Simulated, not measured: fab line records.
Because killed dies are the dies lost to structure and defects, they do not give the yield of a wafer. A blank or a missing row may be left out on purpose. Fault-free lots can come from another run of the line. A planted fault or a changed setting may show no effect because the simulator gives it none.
Which tool did it? | flow nand-harc | 12 lots, 36 wafers sampled, at 6 steps of a route of 1302

== WHAT EACH GAUGE READ, for each wafer ==
NHARC_P_ZERO_WELL_CD_MEAS_11: target cd 500 nm.
lot  | measured     | on        | cd-nm (nm)
L406 | day 1 21:14  | cd-sem-02 | 496.9 495.8 494.7
L410 | day 3 13:14  | cd-sem-03 | 498.1 492.9 494.8
L411 | day 3 23:15  | cd-sem-02 | 500.5 496.7 498.1
L413 | day 4 19:15  | cd-sem-02 | 502.3 505.5 499.9
L415 | day 5 15:18  | cd-sem-03 | 496.9 497.5 494.5
L416 | day 6 01:18  | cd-sem-01 | 502.2 501.4 502.4
L417 | day 6 11:15  | cd-sem-02 | 504.1 500.7 501.6
L418 | day 6 21:07  | cd-sem-01 | 501.6 500.0 504.3
L421 | day 8 03:14  | cd-sem-03 | 495.0 496.9 497.9
L423 | day 8 23:15  | cd-sem-03 | 497.6 495.8 498.4
L424 | day 9 09:11  | cd-sem-01 | 492.9 494.1 495.8
L429 | day 11 11:30 | cd-sem-02 | 502.9 502.6 500.4

NHARC_P_ZERO_WELL_CD_MEAS_24: target cd 720 nm.
lot  | measured     | on        | cd-nm (nm)
L406 | day 1 22:43  | cd-sem-02 | 718.3 716.3 716.1
L410 | day 3 14:29  | cd-sem-01 | 721.5 717.8 717.1
L411 | day 4 00:36  | cd-sem-02 | 718.6 718.1 720.3
L413 | day 4 20:35  | cd-sem-01 | 715.7 720.5 713.7
L415 | day 5 16:34  | cd-sem-03 | 716.6 716.5 715.1
L416 | day 6 03:11  | cd-sem-02 | 722.5 717.1 716.2
L417 | day 6 12:35  | cd-sem-01 | 715.4 719.6 715.3
L418 | day 6 22:34  | cd-sem-01 | 720.3 718.5 717.5
L421 | day 8 05:01  | cd-sem-02 | - - -
L423 | day 9 00:29  | cd-sem-03 | 716.6 715.6 717.6
L424 | day 9 10:32  | cd-sem-01 | 717.8 718.0 718.0
L429 | day 11 12:52 | cd-sem-03 | 719.2 716.3 715.0

NHARC_END_SORT_01.
lot  | measured     | on        | killed-at-array | killed-at-other | killed-at-periphery | killed-dies | killed-open | killed-short
L421 | day 30 09:40 | prober-02 | 102 110 92      | 1 0 0           | 574 567 585         | 677 677 677 | 6 2 1       | 5 5 3

== WHAT TOOL EACH LOT RAN ON (gives the tool, then ch and the chambers of the sampled wafers, and finally the start) ==
lot  | NHARC_P_ZERO_WELL_ETCH_63       | NHARC_P_ZERO_WELL_EXPOSE_21       | NHARC_P_STI_ETCH_31
L406 | rie-si-05 ch 0,3, day 1 21:55   | krf-scanner-02 ch 0, day 1 22:33  | rie-diel-07 ch 0,1, no start
L410 | rie-si-05 ch 0,1,3, day 3 13:40 | krf-scanner-02 ch 0, day 3 14:19  | rie-diel-07 ch 0,1,2, no start
L411 | rie-si-05 ch 0,1, day 3 23:41   | krf-scanner-03 ch 0, day 4 00:27  | rie-diel-13 ch 1,2,3, no start
L413 | rie-si-06 ch 0,3, day 4 19:40   | krf-scanner-03 ch 0, day 4 20:26  | rie-diel-13 ch 0,1,2, no start
L415 | rie-si-06 ch 1,2,3, day 5 15:43 | krf-scanner-04 ch 0, day 5 16:25  | rie-diel-07 ch 0,2,3, no start
L416 | rie-si-03 ch 2,3, day 6 02:13   | krf-scanner-02 ch 0, day 6 03:02  | rie-diel-10 ch 0,2, no start
L417 | rie-si-06 ch 1,3, day 6 11:40   | krf-scanner-03 ch 0, day 6 12:26  | rie-diel-07 ch 1,2,3, no start
L418 | rie-si-06 ch 0,1,2, day 6 21:39 | krf-scanner-02 ch 0, day 6 22:25  | rie-diel-07 ch 0,2,3, no start
L421 | rie-si-03 ch 1,2, day 8 04:05   | krf-scanner-03 ch 0, day 8 04:51  | -
L423 | rie-si-05 ch 0,3, day 8 23:41   | krf-scanner-02 ch 0, day 9 00:20  | rie-diel-07 ch 0,1,3, no start
L424 | rie-si-05 ch 0,1,3, day 9 09:37 | krf-scanner-04 ch 0, day 9 10:23  | rie-diel-10 ch 1,2, no start
L429 | rie-si-05 ch 0,2, day 11 11:55  | krf-scanner-02 ch 0, day 11 12:43 | rie-diel-10 ch 0,1,2, no start
- NHARC_P_ZERO_WELL_ETCH_63: etches the open film in HBr/Cl2, target depth 120 nm, time 40.1 s.
- NHARC_P_ZERO_WELL_EXPOSE_21: exposes mask P NWELL, target cd 720 nm.
- NHARC_P_STI_ETCH_31: etches the open film in CF4/CHF3, target depth 108.9 nm, time 54.5 s.

== AS READ BY THE TOOLS THEMSELVES (means over the sampled wafers that have a number; for cases with no such wafer, the mark the record gives instead) ==
NHARC_P_ZERO_WELL_ETCH_63.
lot  | tool      | drypump-motor-current-A (A) | oes-product-au (a.u.) | throttle-valve-pct (%)
L406 | rie-si-05 | 5.8                         | 1.002                 | 26.408
L410 | rie-si-05 | 5.8                         | 1.009                 | 26.403
L411 | rie-si-05 | 5.9                         | 1.022                 | 26.409
L413 | rie-si-06 | 5.3                         | 0.993                 | 26.392
L415 | rie-si-06 | 6.0                         | 0.998                 | 26.400
L416 | rie-si-03 | 5.6                         | 1.008                 | 26.404
L417 | rie-si-06 | 6.0                         | 1.004                 | 26.409
L418 | rie-si-06 | 5.8                         | 0.992                 | 26.402
L421 | rie-si-03 | 6.1                         | 0.989                 | 26.407
L423 | rie-si-05 | 5.8                         | 0.996                 | 26.406
L424 | rie-si-05 | 5.8                         | 1.002                 | 26.405
L429 | rie-si-05 | 6.0                         | 1.011                 | 26.398

NHARC_P_STI_ETCH_31.
lot  | tool        | drypump-motor-current-A (A) | oes-product-au (a.u.) | rf-vpp-V (V) | showerhead-plenum-p-Torr (Torr) | throttle-valve-pct (%)
L406 | rie-diel-07 | 5.7                         | 0.990                 | 369.6        | 1.53                            | 16.798
L410 | rie-diel-07 | 5.7                         | 0.975                 | 369.6        | 1.55                            | 16.808
L411 | rie-diel-13 | 5.6                         | 0.918                 | 370.2        | 1.55                            | 16.803
L413 | rie-diel-13 | 5.8                         | 0.959                 | 370.0        | 1.56                            | 16.803
L415 | rie-diel-07 | 5.7                         | 0.982                 | 370.2        | 1.55                            | 16.806
L416 | rie-diel-10 | 5.6                         | 0.976                 | 371.3        | 1.59                            | 16.811
L417 | rie-diel-07 | 5.5                         | 0.930                 | 369.7        | 1.57                            | 16.809
L418 | rie-diel-07 | 5.8                         | 0.969                 | 370.0        | 1.55                            | 16.810
L423 | rie-diel-07 | 5.5                         | 0.962                 | 370.5        | 1.56                            | 16.798
L424 | rie-diel-10 | 5.5                         | 0.951                 | 369.2        | 1.55                            | 16.795
L429 | rie-diel-10 | 5.6                         | 0.948                 | 370.5        | 1.57                            | 16.800

== THE ANSWER, worked out from the rows above alone ==
Rule: what is usual is taken from the lots themselves. Put in order of their means at a reading, lots are off if they are a third of the lots or fewer, leave a main group of 4 or more, and stand apart from it by a gap of 3 or more times the standard deviation of the main group's means; of several such gaps the widest counts. The tables above print the reading to a certain number of digits; a main group whose means all agree to those digits is not used. Also off: a lot with no number at a reading for which 4 or more lots have one. The other lots that the step has rows for count as sound. After the gauges, taken in route order, come the tools' own readings; for these a lot's mean is taken, as printed above. The first step at which some lot is off is used, and at that step the reading that is off furthest; a lot without a number counts as furthest.
Off: L421 (NHARC_P_ZERO_WELL_CD_MEAS_24, cd-nm). Without a number there: L421. For the main group the mean is 717.5 nm and the standard deviation 1.
If a tool, at a process step before that reading, ran all the lots that are off and no sound lot after the first of them, it fits. Those tools and the gauges at NHARC_P_ZERO_WELL_CD_MEAS_24 are tried in the same way. Can't be told from this: 3 tools fit, rie-si-03 at NHARC_P_ZERO_WELL_ETCH_63, krf-scanner-03 at NHARC_P_ZERO_WELL_EXPOSE_21, cd-sem-02 at NHARC_P_ZERO_WELL_CD_MEAS_24.

== WHAT THE SIMULATOR HAD INSERTED ==
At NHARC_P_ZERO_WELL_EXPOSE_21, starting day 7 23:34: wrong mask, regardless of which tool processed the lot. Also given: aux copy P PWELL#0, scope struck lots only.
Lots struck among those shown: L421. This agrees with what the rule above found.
